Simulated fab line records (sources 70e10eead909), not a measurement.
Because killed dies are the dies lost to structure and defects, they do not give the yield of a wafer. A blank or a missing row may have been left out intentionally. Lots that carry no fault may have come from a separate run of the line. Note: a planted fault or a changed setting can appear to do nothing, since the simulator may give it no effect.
Matching of chambers	flow nand-harc	NHARC_A_WL_FILL_ALD_19 on ald-metal-02 has 4 sister chambers
The step deposits TiN, target thk 2 nm, pulse time 3 s, ald cycles 100. 8 wafers are shown with their chamber, then 8 later ones without.

## EACH WAFER AND ITS CHAMBER
wafer	chamber	heater-power-w (W)	precursor-pulse-height-rel
L408.5	2	971	0.968
L412.1	2	981	1.022
L411.1	3	1272	1.004
L411.6	0	1213	1.039
L413.4	1	1032	0.995
L413.5	0	1214	1.018
L413.6	3	1268	0.979
L415.1	1	1049	1.013

## WAFERS MISSING THEIR CHAMBER
wafer	heater-power-w (W)	precursor-pulse-height-rel
L415.2	992	0.997
L415.4	1291	0.951
L425.1	1022	0.966
L425.3	1274	0.988
L425.6	1001	1.008
L428.1	1243	1.019
L428.2	982	0.984
L428.5	1314	1.001

## WHICH CHAMBER EACH WENT THROUGH
wafer	from the rows above	in truth
L415.2	2	2
L415.4	3	3
L425.1	1	1
L425.3	3	3
L425.6	can't be placed: 2 or 1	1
L428.1	can't be placed: 3 or 0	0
L428.2	2	2
L428.5	3	3
Placed correctly: 6 of 8. From these rows, 2 cannot be placed; in 2 the true chamber is one of the candidates. 0 placed wrongly.
How it was worked out, from the rows above alone: a wafer's distance from a chamber is the root of the sum, over the readings, of the square of ((its reading less the chamber's mean) divided by the reading's scatter). If the next closest chamber is less than 2 further off than the closest, the wafer can't be placed; otherwise it belongs to the closest. A chamber's mean is the mean of its shown wafers. How the scatter is found: for the shown wafers, subtract from each reading the mean of its chamber, square and add these, divide the total by (wafers less chambers), then take the root.
